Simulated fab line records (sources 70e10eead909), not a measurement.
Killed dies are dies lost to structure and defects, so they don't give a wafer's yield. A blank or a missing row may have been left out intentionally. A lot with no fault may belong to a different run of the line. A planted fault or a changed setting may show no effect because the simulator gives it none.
Chamber matching :: flow nandHarc :: rieDiel-09 running NHARC_P_ZERO_WELL_DESCUM_54: 4 sister chambers
The step chemistry O2, time 3 s. 4 wafers are shown with their chamber, then 8 later ones without.

EACH WAFER AND ITS CHAMBER
wafer: L909.4
chamber: 1
showerheadPlenumPTorr (Torr): 2.03

wafer: L919.2
chamber: 3
showerheadPlenumPTorr (Torr): 1.77

wafer: L919.4
chamber: 2
showerheadPlenumPTorr (Torr): 1.82

wafer: L921.1
chamber: 0
showerheadPlenumPTorr (Torr): 1.79

WAFERS MISSING THEIR CHAMBER
wafer: L921.2
showerheadPlenumPTorr (Torr): 1.77

wafer: L921.6
showerheadPlenumPTorr (Torr): 1.79

wafer: L926.1
showerheadPlenumPTorr (Torr): 1.77

wafer: L926.3
showerheadPlenumPTorr (Torr): 1.81

wafer: L926.6
showerheadPlenumPTorr (Torr): 1.78

wafer: L927.1
showerheadPlenumPTorr (Torr): 2.01

wafer: L927.2
showerheadPlenumPTorr (Torr): 1.78

wafer: L927.5
showerheadPlenumPTorr (Torr): 1.78

EACH ONE'S CHAMBER
wafer: L921.2
from the rows above: 3
in truth: 3

wafer: L921.6
from the rows above: 0
in truth: 0

wafer: L926.1
from the rows above: 3
in truth: 3

wafer: L926.3
from the rows above: can't be placed: 2 or 0
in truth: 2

wafer: L926.6
from the rows above: can't be placed: 0 or 3
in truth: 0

wafer: L927.1
from the rows above: 1
in truth: 1

wafer: L927.2
from the rows above: can't be placed: 0 or 3
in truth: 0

wafer: L927.5
from the rows above: can't be placed: 0 or 3
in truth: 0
4 of 8 placed correctly. Not placeable from these rows: 4 (in 4, the candidates include the true chamber). 0 placed wrongly.
How it was worked out, from the rows above alone: a wafer's distance from a chamber is the root of the sum, over the readings, of the square of ((its reading less the chamber's mean) divided by the reading's scatter). If the next closest chamber is less than 2 further off than the closest, the wafer can't be placed; otherwise it belongs to the closest. The mean given for a chamber averages the wafers shown for that chamber. The scatter: root of mean squared gap, hidden wafer to nearest shown wafer, with one shown wafer a chamber.
